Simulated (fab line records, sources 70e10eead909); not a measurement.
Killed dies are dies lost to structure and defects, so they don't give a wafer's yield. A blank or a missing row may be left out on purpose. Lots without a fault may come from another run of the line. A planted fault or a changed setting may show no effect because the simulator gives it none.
A struck lot beside a sound one | flow nand_harc | 14 steps out of a route of 1159
Sound: wafers L860.1, L860.4, L860.5. Struck: wafers L844.1, L844.2, L844.3. The cause comes at the end.
At each step with rows: each side's tool, then ch and its chambers, then its first start. Under that, the readings that differ: sound wafers | struck wafers | difference of the means | sigmas: that difference in standard deviations of wafers without a fault.
alike: readings whose means differ by less than 2 such deviations, and words and numbers that are the same on both sides. not compared: withheld readings, readings that some wafer has no value for, bounds like >300 that may hide the same value, and numbers for which the record gives no deviation and whose values overlap.
The two part at a step that has a row with sigmas, a row that says differs or no value, or rows on one side only. Numbers that don't overlap but have no deviation are shown without sigmas and don't part them. A reading that every wafer of one side lacks parts them only if that side has two wafers or more.

first, 5 steps without rows for these wafers: NHARC_A_STAIRCASE_EBR_246; NHARC_A_STAIRCASE_EXPOSE_247 (exposes mask SDS 1); NHARC_A_STAIRCASE_PEB_248 (peb time 130 s); NHARC_A_STAIRCASE_DEVELOP_249 (time 140 s); NHARC_A_STAIRCASE_HARDBAKE_251 (time 140 s).
NHARC_A_STAIRCASE_DESCUM_252: chemistry O2, time 3 s.
  sound on rie_diel-03 ch 1,2,3, day 15 14:06; struck on rie_diel-02 ch 0,1,3, day 11 14:49
  alike: chamber_pressure_mTorr, drypump_motor_current_A, oes_product_au, rf_vpp_V, showerhead_plenum_p_Torr, throttle_valve_pct
  not compared: rf_hours_counter_h
NHARC_A_STAIRCASE_ETCH_253: etches the open film in C4F8/O2, target depth 50 nm, time 20.2 s.
  sound on rie_diel-03 ch 2,3, day 15 14:11; struck on rie_diel-02 ch 1,2,3, day 11 14:53
  reading               | sound             | struck            | difference | sigmas
  oes_product_au (a.u.) | 0.939 0.944 0.941 | 0.971 0.991 0.970 | +0.036     | +2
  alike: chamber_pressure_mTorr, rf_vpp_V
  not compared: rf_hours_counter_h
NHARC_A_STAIRCASE_STRIP_254: strips in O2.
  sound on plasma_asher-02 ch 0,1, day 15 14:20; struck on plasma_asher-01 ch 0,1, day 11 14:58
  alike: drypump_motor_current_A, heater_power_w
  not compared: rf_hours_counter_h
then, 3 steps without rows for these wafers: NHARC_A_STAIRCASE_STRIP_255 (strips in SPM, time 900 s); NHARC_A_STAIRCASE_PRECLEAN_256 (cleans in SC1); NHARC_A_STAIRCASE_SRD_257.
NHARC_A_STAIRCASE_HM_DEP_456: deposits aC, target thk 1500 nm.
  sound on acl_dep-03 ch 0, day 15 15:22; struck on acl_dep-02 ch 0, day 11 18:13
  alike: throttle_valve_pct
NHARC_A_STAIRCASE_DEP_259: deposits SiON, target thk 30 nm.
  sound on pecvd-01 ch 0,2, day 15 17:18; struck on pecvd-03 ch 0,1,2, day 11 20:07
  alike: heater_power_w
  not compared: since_wet_clean_h
NHARC_END_SORT_01:
  the record has rows for the sound wafers here (prober-02 ch 0, day 24 04:07) and none for the struck ones

WHERE THEY PART
First at NHARC_A_STAIRCASE_ETCH_253; last, within this record, at NHARC_END_SORT_01.

WHY: what the simulator had put in
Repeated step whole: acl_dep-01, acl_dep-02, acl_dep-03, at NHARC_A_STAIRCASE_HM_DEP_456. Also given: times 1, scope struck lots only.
